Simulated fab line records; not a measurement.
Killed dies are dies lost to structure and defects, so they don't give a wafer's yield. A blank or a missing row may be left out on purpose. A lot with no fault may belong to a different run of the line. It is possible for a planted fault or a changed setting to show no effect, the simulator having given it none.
Problem report, 8D (eight disciplines) form, completed by code -- flow nand-harc -- the parts of the form that need people (team, actions taken, sign-off) are left out

== 1. PROBLEM STATEMENT ==
Mean of run-length-s at NHARC_A_WL_FILL_ETCHBACK_17: 33.3 s over 2 wafers from 1 lot, against 47.8 s (standard deviation 0.45) on wafers with no fault. That is -32 standard deviations from the usual mean.
The step: etches the open film in Cl2/BCl3, target depth 4 nm, time 26.7 s.
The first sign was on wafer L217.1 at day 18 21:50, on rie-metal-03. Wafers with a number at this step in the record: 38, from 13 lots. Rule for "out", or "out of limits": more than 4 standard deviations from the usual mean. The rest of the wafers with a number are treated as sound.

== 2. WHAT IT IS AND WHAT IT IS NOT ==
question,is,is not
which readings at this step,run-length-s,"drypump-motor-current-A, he-backside-leak-sccm, oes-product-au"
which lots,L217,"L202, L203, L204, L206, L208, L209, L210, L211, L212, L215, L222, L225"
which wafers of those lots,all that have a number,-
read on which tools,rie-metal-03,"rie-metal-01, rie-metal-02"
when,from day 18 21:50,"up to then (30 sound wafers); but 6 sound wafers of L222, L225 came after"

== 3. SUSPECTS, AND WHAT RULES EACH OUT ==
Counting: a tool stays on the suspect list if, at a process step up to the reading, it processed all lots that are out and no sound lot following the first of them.
- ald-hk-03 at NHARC_A_WL_FILL_ALD_00 (deposits Al2O3, target thk 3 nm, pulse time 3 s, ald cycles 30): kept. It ran the lot that is out, L217 (day 18 02:50), and no sound lot after that; its last sound lot up to then is L212 (day 17 08:21).
- rie-metal-03 at NHARC_A_WL_FILL_ETCHBACK_17 (etches the open film in Cl2/BCl3, target depth 4 nm, time 26.7 s): kept. It ran the lot that is out, L217 (day 18 21:50), and no sound lot after that; its last sound lot up to then is L212 (day 18 05:10). Its own readings are out on those wafers: run-length-s.
Left after counting: ald-hk-03 at NHARC_A_WL_FILL_ALD_00, rie-metal-03 at NHARC_A_WL_FILL_ETCHBACK_17.

== 4. THE CAUSE (what the simulator had put in) ==
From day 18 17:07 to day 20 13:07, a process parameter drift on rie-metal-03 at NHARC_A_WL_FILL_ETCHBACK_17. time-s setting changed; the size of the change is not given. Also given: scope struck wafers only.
This tool is one of the 2 suspects left after counting.

== 5. THE EFFECT CHAIN, in route order ==
One row per reading whose mean, taken over the struck wafers that have a number, lies over 3 standard deviations from the usual. Scope: only readings with a usual standard deviation given in the record; hours: median across lots of the time from each lot's start at the first step in this table that gives one to its start at this step; sigmas: change in usual standard deviations.
hours,step,reading,usual,on struck wafers,change,sigmas
0,NHARC_A_WL_FILL_ETCHBACK_17,run-length-s,47.8 s,33.3,-14.5,-32
The process steps in it:
- NHARC_A_WL_FILL_ETCHBACK_17: etches the open film in Cl2/BCl3, target depth 4 nm, time 26.7 s.
At these later measuring or inspecting steps, every struck wafer for which the step has a row has a number for every such reading, and none has moved that far: NHARC_END_SORT_01.

== 6. WHAT WOULD HAVE CAUGHT IT SOONER ==
The fault began at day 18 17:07; the first out-of-limits reading in this record came at day 18 21:50, 5 hours later.
